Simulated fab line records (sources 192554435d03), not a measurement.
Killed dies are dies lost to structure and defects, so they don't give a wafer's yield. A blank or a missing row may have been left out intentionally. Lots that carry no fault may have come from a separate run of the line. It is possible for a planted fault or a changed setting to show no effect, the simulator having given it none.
Matching of chambers || flow n5Finfet || 4 sister chambers for N5_DUMMY_GATE_ETCH_32 on rieSi-02
The step etches SiO2 in CF4, target depth 3.5 nm, time 3.9 s. 4 wafers are shown with their chamber, then 9 later ones without.

EACH WAFER AND ITS CHAMBER
{"wafer": "L087.5", "chamber": 3, "throttleValvePct (%)": 21.39}
{"wafer": "L088.2", "chamber": 1, "throttleValvePct (%)": 21.90}
{"wafer": "L088.3", "chamber": 2, "throttleValvePct (%)": 22.00}
{"wafer": "L088.4", "chamber": 0, "throttleValvePct (%)": 21.93}

WAFERS WITH NO CHAMBER GIVEN
{"wafer": "L089.2", "throttleValvePct (%)": 21.39}
{"wafer": "L089.3", "throttleValvePct (%)": 21.93}
{"wafer": "L089.4", "throttleValvePct (%)": 22.01}
{"wafer": "L094.1", "throttleValvePct (%)": 21.91}
{"wafer": "L094.2", "throttleValvePct (%)": 21.93}
{"wafer": "L094.4", "throttleValvePct (%)": 21.38}
{"wafer": "L096.3", "throttleValvePct (%)": 21.40}
{"wafer": "L096.4", "throttleValvePct (%)": 22.01}
{"wafer": "L096.5", "throttleValvePct (%)": 21.94}

THE CHAMBER EACH PASSED THROUGH
{"wafer": "L089.2", "from the rows above": 3, "in truth": 3}
{"wafer": "L089.3", "from the rows above": 0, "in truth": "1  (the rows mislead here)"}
{"wafer": "L089.4", "from the rows above": 2, "in truth": 2}
{"wafer": "L094.1", "from the rows above": "can't be placed: 1 or 0", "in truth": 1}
{"wafer": "L094.2", "from the rows above": 0, "in truth": 0}
{"wafer": "L094.4", "from the rows above": 3, "in truth": 3}
{"wafer": "L096.3", "from the rows above": 3, "in truth": 3}
{"wafer": "L096.4", "from the rows above": 2, "in truth": 2}
{"wafer": "L096.5", "from the rows above": 0, "in truth": 0}
Correct placement for 7 of the 9. Unplaceable from these rows: 1, with the true chamber sitting among the candidates in 1. Placed wrongly: 1.
How it was worked out, from the rows above alone: a wafer's distance from a chamber is the root of the sum, over the readings, of the square of ((its reading less the chamber's mean) divided by the reading's scatter). The wafer belongs to the nearest chamber; if the next one is less than 2 further off, it can't be placed. For every chamber, the mean is computed from those of its wafers that are shown. The scatter (one wafer shown for each chamber): square how far every hidden wafer sits from the nearest shown wafer, average those squares and take the square root.
